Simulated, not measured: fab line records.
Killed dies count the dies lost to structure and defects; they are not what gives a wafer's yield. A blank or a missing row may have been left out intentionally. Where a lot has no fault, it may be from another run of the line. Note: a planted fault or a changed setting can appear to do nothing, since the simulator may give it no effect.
Matching of chambers :: flow nand harc :: NHARC_A_BLC_ETCH_18 on rie diel-11: 4 sister chambers
The step etches the open film in C4F8/O2/Ar, target depth 910 nm. 4 wafers are shown with their chamber, then 7 later ones without.

EACH WAFER AND ITS CHAMBER
wafer: L369.2
chamber: 2
rf vpp V (V): 972

wafer: L369.5
chamber: 3
rf vpp V (V): 976

wafer: L373.1
chamber: 1
rf vpp V (V): 976

wafer: L373.2
chamber: 0
rf vpp V (V): 970

WAFERS WITHOUT THEIR CHAMBER
wafer: L373.3
rf vpp V (V): 976

wafer: L372.2
rf vpp V (V): 972

wafer: L372.3
rf vpp V (V): 971

wafer: L372.5
rf vpp V (V): 970

wafer: L382.2
rf vpp V (V): 971

wafer: L382.3
rf vpp V (V): 971

wafer: L382.6
rf vpp V (V): 971

WHICH CHAMBER EACH WENT THROUGH
wafer: L373.3
from the rows above: can't be placed: 1 or 3
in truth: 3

wafer: L372.2
from the rows above: 2
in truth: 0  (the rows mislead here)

wafer: L372.3
from the rows above: can't be placed: 0 or 2
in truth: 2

wafer: L372.5
from the rows above: 0
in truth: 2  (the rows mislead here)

wafer: L382.2
from the rows above: can't be placed: 0 or 2
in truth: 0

wafer: L382.3
from the rows above: can't be placed: 0 or 2
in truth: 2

wafer: L382.6
from the rows above: can't be placed: 0 or 2
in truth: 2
Placed correctly: 0 of 7. Can't be placed from these rows: 5 (the true chamber is among the candidates in 5). Wrongly placed: 2.
How it was worked out, from the rows above alone: a wafer's distance from a chamber is the root of the sum, over the readings, of the square of ((its reading less the chamber's mean) divided by the reading's scatter). The wafer belongs to the nearest chamber; if the next one is less than 2 further off, it can't be placed. For every chamber, the mean is computed from those of its wafers that are shown. The scatter (one wafer shown for each chamber): square how far every hidden wafer sits from the nearest shown wafer, average those squares and take the square root.
